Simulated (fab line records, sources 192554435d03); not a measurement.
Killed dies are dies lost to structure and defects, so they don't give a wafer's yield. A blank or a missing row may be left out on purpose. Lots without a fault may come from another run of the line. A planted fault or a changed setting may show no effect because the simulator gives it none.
Chamber matching | flow n5_finfet | N5_BEOL_M4_PECVD_72 on pecvd-01: 3 sister chambers
The step deposits SiO2 from TEOS/O2, target thk 16 nm, time 18 s. 6 wafers are shown with their chamber, then 11 later ones without.

WAFERS WITH THEIR CHAMBER
wafer  | chamber | showerhead_plenum_p_Torr (Torr) | throttle_valve_pct (%)
L079.4 | 0       | 8.93                            | 22.3
L083.2 | 0       | 8.93                            | 22.7
L083.5 | 2       | 8.81                            | 24.0
L082.4 | 1       | 8.90                            | 22.1
L082.6 | 2       | 8.80                            | 24.0
L087.4 | 1       | 8.90                            | 22.2

WAFERS WITHOUT THEIR CHAMBER
wafer  | showerhead_plenum_p_Torr (Torr) | throttle_valve_pct (%)
L087.5 | 8.79                            | 24.0
L087.6 | 8.93                            | 22.0
L088.1 | 8.94                            | 22.2
L088.2 | 8.92                            | 22.0
L088.6 | 8.90                            | 22.2
L093.1 | 8.94                            | 22.3
L093.3 | 8.79                            | 24.4
L093.5 | 8.80                            | 24.2
L092.1 | 8.92                            | 22.5
L092.3 | 8.93                            | 21.9
L092.6 | 8.94                            | 22.4

WHICH CHAMBER EACH WENT THROUGH
wafer  | from the rows above     | in truth
L087.5 | 2                       | 2
L087.6 | 0                       | 0
L088.1 | 0                       | 0
L088.2 | can't be placed: 0 or 1 | 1
L088.6 | 1                       | 1
L093.1 | 0                       | 0
L093.3 | 2                       | 2
L093.5 | 2                       | 2
L092.1 | 0                       | 0
L092.3 | 0                       | 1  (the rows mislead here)
L092.6 | 0                       | 0
Placed correctly: 9 of 11. Can't be placed from these rows: 1 (the true chamber is among the candidates in 1). Placed wrongly: 1.
How it was worked out, from the rows above alone: a wafer's distance from a chamber is the root of the sum, over the readings, of the square of ((its reading less the chamber's mean) divided by the reading's scatter). The wafer belongs to the nearest chamber; if the next one is less than 2 further off, it can't be placed. A chamber's mean is the mean of its shown wafers. The scatter: the root of (the sum of the squares of (reading less its chamber's mean) over the shown wafers, divided by (wafers less chambers)).
